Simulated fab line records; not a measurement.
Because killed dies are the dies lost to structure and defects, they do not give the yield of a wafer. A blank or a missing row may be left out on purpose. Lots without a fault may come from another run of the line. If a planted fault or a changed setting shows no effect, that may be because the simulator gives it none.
Struck lot and sound lot, side by side	flow nand_harc	41 steps out of a route of 1159
Sound: wafers L839.3, L839.4, L839.5. Struck: wafer L854.3. (L854.1, L854.6 of the same lot were not struck and are left out.) The cause comes at the end.
Per side, at each step with rows, come the tool, then ch with its chambers, and then its first start. Under that, the readings that differ: sound wafers	struck wafers	difference of the means	sigmas: that difference in standard deviations of wafers without a fault.
alike: same words and numbers on both sides, and readings whose means sit less than 2 such deviations apart. not compared: any withheld reading, any reading some wafer has no value for, any bound like >300 that may hide the same value, and any number with overlapping values for which the record gives no deviation.
Wherever a step has rows on one side only, a row that says differs or no value, or a row with sigmas, the two part there. Numbers that have no deviation but don't overlap get no sigmas and don't part them. A reading missing from all wafers of one side parts the sides only when that side holds two or more wafers.

NHARC_A_SGD_CUT_CD_MEAS_09 targets a cd of 100 nm.
  sound on cd_sem-02 ch 0, day 14 05:17; struck on cd_sem-01 ch 0, day 17 16:31
  alike: cd_nm
NHARC_A_SGD_CUT_OVL_MEAS_10:
  sound: overlay-01 at day 14 05:22; struck: overlay-01 at day 17 16:37
  alike: overlay_x_nm, overlay_y_nm
NHARC_A_SGD_CUT_INSPECT_11:
  sound: defect_inspect-02 at day 14 05:25; struck: defect_inspect-02 at day 17 16:39
reading	sound	struck	difference	sigmas
raw_defect_count	9 11 9	33	+23	+2
then, 6 steps without rows for these wafers: NHARC_A_SGD_CUT_DESCUM_14 (chemistry O2, time 3 s); NHARC_A_SGD_CUT_ETCH_58 (etches the open film in CF4, target depth 39 nm, time 65 s); NHARC_A_SGD_CUT_ETCH_59 (etches the open film in N2/H2, target depth 260 nm, time 406.25 s); NHARC_A_SGD_CUT_ETCH_15 (etches the open film in CH3F/O2, target depth 75 nm, time 64.3 s); NHARC_A_SGD_CUT_ETCH_16 (etches the open film in C4F8/O2/Ar, target depth 310.5 nm, time 155.2 s); NHARC_A_SGD_CUT_STRIP_60 (strips in C4F8/O2/Ar).
NHARC_A_SGD_CUT_STRIP_17: strips in O2.
  sound on rie_diel-07 ch 0,1,3; struck on rie_diel-04 ch 0
reading	sound	struck	difference	sigmas
rf_vpp_V (V)	59.9 58.0 55.9	56.0	-1.9	-2
  alike: drypump_motor_current_A, oes_product_au, showerhead_plenum_p_Torr, throttle_valve_pct
  not compared: rf_hours_counter_h
then, 2 steps without rows for these wafers: NHARC_A_SGD_CUT_PRECLEAN_18 (cleans in SC1); NHARC_A_SGD_CUT_SRD_19.
NHARC_A_SGD_CUT_DEP_20: deposits SiO2, target thk 150 nm.
  sound on fcvd-01 ch 0,1, day 14 06:38; struck on fcvd-01 ch 0,1, day 17 17:50
then, 1 step without rows for these wafers: NHARC_A_SGD_CUT_ANNEAL_27 (time 1800 s).
NHARC_A_SGD_CUT_CMP_21: polishes, target thk 148.19 nm.
  sound on cmp-01 ch 0,2,3, day 14 10:54; struck on cmp-02 ch 2, day 17 22:12
  alike: motor_current_A, time_to_endpoint_s
NHARC_A_SGD_CUT_THK_MEAS_22: measures by ellipsometry.
  sound: film_metro-01 at day 14 11:07; struck: film_metro-02 at day 17 22:25
  alike: thk_nm
then, 5 steps without rows for these wafers: NHARC_A_SGD_CUT_SRD_23; NHARC_A_SGD_CUT_ETCH_26 (etches SiO2 in dHF, target depth 45.8 nm); NHARC_A_SGD_CUT_ETCHBACK_24 (etches the open film in CH3F/O2, target depth 50 nm, time 92.857 s); NHARC_A_SGD_CUT_STRIP_28 (strips in O2, time 20 s); NHARC_A_SLIT_DEP_25 (deposits SiO2, target thk 200 nm).
NHARC_A_SLIT_DEP_00: deposits aC, target thk 3200 nm.
  sound on acl_dep-01 ch 0, day 14 12:52; struck on acl_dep-01 ch 0, day 18 03:10
  alike: throttle_valve_pct
then, 9 steps without rows for these wafers: NHARC_A_SLIT_DEP_23 (deposits SiON, target thk 100 nm); NHARC_A_SLIT_DEHYDRATE_01 (time 120 s); NHARC_A_SLIT_HMDS_02 (time 30 s); NHARC_A_SLIT_COAT_03 (resist thk 90 nm); NHARC_A_SLIT_SOFTBAKE_04 (time 55 s); NHARC_A_SLIT_EBR_05; NHARC_A_SLIT_EXPOSE_06 (exposes mask SLIT); NHARC_A_SLIT_PEB_07 (peb time 65 s); NHARC_A_SLIT_DEVELOP_08 (develop time 35 s).
NHARC_A_SLIT_CD_MEAS_09 targets a cd of 300 nm.
  sound on cd_sem-02 ch 0, day 14 15:17; struck on cd_sem-02 ch 0, day 18 05:48
  alike: cd_nm
NHARC_A_SLIT_OVL_MEAS_10:
  sound: overlay-02 at day 14 15:22; struck: overlay-01 at day 18 05:55
  alike: overlay_x_nm, overlay_y_nm
NHARC_A_SLIT_DESCUM_14: chemistry O2, time 3 s.
  sound on rie_diel-12 ch 0,2, day 14 15:28; struck on rie_diel-10 ch 0, day 18 06:01
  alike: drypump_motor_current_A, oes_product_au, rf_vpp_V, showerhead_plenum_p_Torr, throttle_valve_pct
  not compared: rf_hours_counter_h
then, 1 step without rows for these wafers: NHARC_A_SLIT_ETCH_24 (etches the open film in CF4/CHF3, target depth 121 nm, time 60.5 s).
NHARC_A_SLIT_ETCH_15: etches the open film in O2/COS, target depth 3200 nm, time 832 s.
  sound on rie_diel-12 ch 2,3; struck on rie_diel-10 ch 0
  alike: cos_flow_sccm, drypump_motor_current_A, oes_product_au, rf_fwd_power_W, rf_vpp_V, showerhead_plenum_p_Torr, throttle_valve_pct
  not compared: rf_hours_counter_h
then, 4 steps without rows for these wafers: NHARC_A_SLIT_ETCH_17 (etches the open film in C4F8/O2/Ar, time 1687.5 s, target depth 10100 nm); NHARC_A_SLIT_ETCH_26 (etches the open film in C4F8/O2/Ar, time 90 s, target depth 400 nm); NHARC_A_SLIT_STRIP_28 (strips in O2/COS); NHARC_A_SLIT_ETCH_29 (etches the open film in CF4/O2, target depth 100 nm, overetch 10 nm, time 55 s).
-- record jumps: 5 days between struck wafers' starts before vs after; left off in module A_SLIT, resumes in module END, first step shown is number 1159 of the route --
NHARC_END_SORT_01:
  at this point the record logs the struck wafers (prober-01 ch 0, day 23 15:04) and has no rows for the sound ones

== WHERE THEY PART ==
At NHARC_A_SGD_CUT_INSPECT_11 first; at NHARC_END_SORT_01 last (within this record only).

WHY: whatever the simulator had introduced
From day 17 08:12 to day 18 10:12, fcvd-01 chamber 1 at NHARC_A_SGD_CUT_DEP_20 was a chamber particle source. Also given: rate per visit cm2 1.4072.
